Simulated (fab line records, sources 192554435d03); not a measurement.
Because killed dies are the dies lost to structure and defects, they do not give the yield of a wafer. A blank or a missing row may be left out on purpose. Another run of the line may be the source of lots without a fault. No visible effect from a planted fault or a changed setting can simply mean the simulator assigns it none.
A lot that was struck, set against a sound lot | flow n5_finfet | 36 steps out of a route of 1938
Sound: the wafers L667.1, L667.2, L667.3. Struck: wafer L686.3. Last of all comes the cause.
Each step with rows lists, per side, the tool, then ch with its chambers, then its first start. Under that, the readings that differ: sound wafers | struck wafers | difference of the means | sigmas: that difference in standard deviations of wafers without a fault.
alike: a reading whose means differ by less than 2 such deviations, as well as words and numbers matching on both sides. not compared: withheld readings; readings where some wafer has no value; bounds like >300 that might hide an equal value; numbers whose values overlap and for which the record gives no deviation.
A row with sigmas, a row that says differs or no value, or rows on one side alone: a step with any of these is where the two part. When numbers do not overlap yet have no deviation, they are printed without sigmas and do not part them. A reading that every wafer of one side lacks parts them only if that side has two wafers or more.

first, 2 steps without rows for these wafers: N5_BEOL_M10_PEB_26 (peb time 60 s); N5_BEOL_M10_DEVELOP_27 (develop time 30 s).
N5_BEOL_M10_CD_MEAS_28: the cd target is 70 nm.
  sound on cd_sem-02 ch 0, day 10 08:28; struck on cd_sem-01 ch 0, day 15 13:18
  alike: cd_nm
N5_BEOL_M10_OVL_MEAS_29:
  sound on overlay-01 ch 0, day 10 08:29; struck on overlay-02 ch 0, day 15 13:20
  alike: V9_OVL
N5_BEOL_M10_INSPECT_30: inspects for defects (brightfield).
  sound on defect_inspect-01, day 10 08:31; struck on defect_inspect-02, day 15 13:21
  reading          | sound       | struck | difference | sigmas
  raw_defect_count | 397 315 259 | 652    | +328       | +4
then, 2 steps without rows for these wafers: N5_BEOL_M10_DESCUM_33 (chemistry O2, time 7.9 s); N5_BEOL_M10_ETCH_65 (etches SiARC in CF4, target depth 39 nm, time 65 s).
N5_BEOL_M10_ETCH_66: etches SOC in N2/H2, target depth 120 nm, overetch 24 nm, time 180 s.
  sound on rie_diel-06 ch 1,2,3, day 10 08:49; struck on rie_diel-02 ch 0, day 15 13:28
  reading                | sound             | struck | difference | sigmas
  oes_product_au (a.u.)  | 0.66 0.64 0.60    | 0.55   | -0.08      | -2
  rf_fwd_power_W (W)     | 836.9 839.2 837.7 | 828.2  | -9.7       | -4
  rf_hours_counter_h (h) | 110 107 178       | 215    | +83        |
  alike: drypump_motor_current_A, rf_vpp_V, showerhead_plenum_p_Torr, temp_c, throttle_valve_pct
then, 3 steps without rows for these wafers: N5_BEOL_M10_STRIP_69 (strips in N2/H2); N5_BEOL_M10_VIA_ETCH_34 (etches SiCOH lowk in C4F6/O2, target depth 184.5 nm, time 69.2 s); N5_BEOL_M10_STRIP_73 (strips in C4F6/O2).
N5_BEOL_M10_STRIP_36: strips in N2/H2.
  sound on rie_diel-06 ch 1,2,3, day 10 09:00; struck on rie_diel-02 ch 0, day 15 13:39
  reading                | sound       | struck | difference | sigmas
  rf_hours_counter_h (h) | 110 107 178 | 215    | +83        |
  alike: drypump_motor_current_A, oes_product_au, rf_vpp_V, showerhead_plenum_p_Torr, temp_c, throttle_valve_pct
N5_BEOL_M10_TRENCH_ETCH_37: etches SiCOH lowk in C4F6/O2, target depth 148.83 nm, time 48 s.
  sound on rie_diel-06 ch 1,2,3, day 10 09:02; struck on rie_diel-02 ch 0, day 15 13:41
  reading                              | sound             | struck | difference | sigmas
  oes_ar_750_au (a.u.)                 | 0.80 0.78 0.73    | 0.90   | +0.13      | +2
  oes_f_703_au (a.u.)                  | 0.78 0.79 0.72    | 1.19   | +0.43      | +8
  oes_o_777_au (a.u.)                  | 0.78 0.79 0.74    | 1.07   | +0.30      | +6
  rf_fwd_power_W (W)                   | 344.0 342.7 341.2 | 547.6  | +205.0     | +99 or more
  rf_hours_counter_h (h)               | 110 107 178       | 215    | +83        |
  rf_vpp_V (V)                         | 666 668 688       | 522    | -152       | -11
  model.etch.depth_nm (nm)             | 141.4 147.8 145.4 | 172.2  | +27.3      |
  model.BEOL_M10.feature_depth_nm (nm) | 141.4 147.8 145.4 | 172.2  | +27.3      |
  alike: drypump_motor_current_A, oes_product_au, showerhead_plenum_p_Torr, throttle_valve_pct
then, 2 steps without rows for these wafers: N5_BEOL_M10_ETCH_41 (etches SiCN in CH3F/O2, target depth 42.6 nm, time 86 s); N5_BEOL_M10_STRIP_77 (strips in N2/H2, time 10 s).
N5_BEOL_M10_OCD_MEAS_38:
  sound on ocd-02, day 10 09:13; struck on ocd-02, day 15 13:53
  reading              | sound             | struck | difference | sigmas
  trench_depth_nm (nm) | 142.0 147.6 145.0 | 171.8  | +26.9      | +10
then, 4 steps without rows for these wafers: N5_BEOL_M10_HM_STRIP_39 (strips TiN in peroxide tin strip, target depth 25 nm, time 158 s); N5_BEOL_M10_SRD_40 (time 30 s); N5_BEOL_M10_PRECLEAN_42 (cleans in residue remover, time 60 s); N5_BEOL_M10_SRD_43 (time 30 s).
N5_BEOL_M10_CD_MEAS_35: the cd target is 70 nm.
  sound on cd_sem-02, day 10 09:23; struck on cd_sem-03, day 15 14:02
  alike: cd_nm
then, 1 step without rows for these wafers: N5_BEOL_M10_CURE_72 (cures SiCOH lowk, time 120 s).
N5_BEOL_M10_DEGAS_44: time 60 s.
  sound on pvd_sputter-03, day 10 10:04; struck on pvd_sputter-01, day 15 14:25
  alike: heater_power_w
N5_BEOL_M10_PRE_CLEAN_45: time 30 s.
  sound on pvd_sputter-03, day 10 10:06; struck on pvd_sputter-01, day 15 14:27
  alike: heater_power_w
N5_BEOL_M10_ALD_74: deposits TaN, target thk 2 nm, pulse time 2 s, purge time 3 s.
  sound on ald_metal-04 ch 0,1,2, day 10 10:12; struck on ald_metal-04 ch 1, day 15 14:32
  alike: chamber_pressure_Torr, heater_power_w, mfc_carrier_sccm
then, 5 steps without rows for these wafers: N5_BEOL_M10_SURFACE_TREAT_76; N5_BEOL_M10_CVD_75 (deposits Co from CCTBA/H2, target thk 2 nm, time 138.9 s); N5_BEOL_M10_SPUTTER_48 (material Cu, target thk 12 nm, time 2 s); N5_BEOL_M10_ECD_50 (material Cu, target thk 318 nm); N5_BEOL_M10_ANNEAL_51 (time 90 s).
N5_BEOL_M10_CMP_52: polishes, stops on SiCOH lowk, t overpolish 7 s, target thk 140 nm.
  sound on cmp-02 ch 1,2,3, day 10 11:36; struck on cmp-02 ch 1, day 15 15:42
  reading                                 | sound             | struck | difference | sigmas
  model.Cu_of_BEOL_M10_ECD_50.thk_nm (nm) | 132.8 138.4 135.8 | 163    | +27        |
  alike: barrier_field_endpoint_s, motor_current_A, overpolish_run_s, slurry_filter_dp_kPa, time_to_endpoint_s
N5_BEOL_M10_THK_MEAS_53: measures by xrf.
  sound on film_metro-02, day 10 11:54; struck on film_metro-01, day 15 15:55
  reading      | sound       | struck | difference | sigmas
  M10_THK (nm) | 136 141 138 | 164    | +26        | +8
then, 2 steps without rows for these wafers: N5_BEOL_M10_PRE_CLEAN_55 (time 15 s); N5_BEOL_M10_DEP_56 (deposits SiCN from 3MS/NH3, target thk 15 nm, time 26.5 s).
N5_BEOL_M10_RS_MEAS_57: uses a four-point probe to measure.
  sound on film_metro-01, day 10 12:04; struck on film_metro-02, day 15 16:04
  reading         | sound             | struck | difference | sigmas
  M10_RS (ohm/sq) | 0.160 0.153 0.156 | 0.128  | -0.028     | -8
N5_BEOL_M10_INSPECT_58: inspects for defects (darkfield).
  sound on defect_inspect-02, day 10 12:05; struck on defect_inspect-02, day 15 16:05
  alike: raw_defect_count

WHERE THEY PART
At N5_BEOL_M10_INSPECT_30 first; at N5_BEOL_M10_RS_MEAS_57 last (within this record only). Later steps at which nothing parts them and some readings are alike: N5_BEOL_M10_INSPECT_58.

WHY: what had been put in by the simulator
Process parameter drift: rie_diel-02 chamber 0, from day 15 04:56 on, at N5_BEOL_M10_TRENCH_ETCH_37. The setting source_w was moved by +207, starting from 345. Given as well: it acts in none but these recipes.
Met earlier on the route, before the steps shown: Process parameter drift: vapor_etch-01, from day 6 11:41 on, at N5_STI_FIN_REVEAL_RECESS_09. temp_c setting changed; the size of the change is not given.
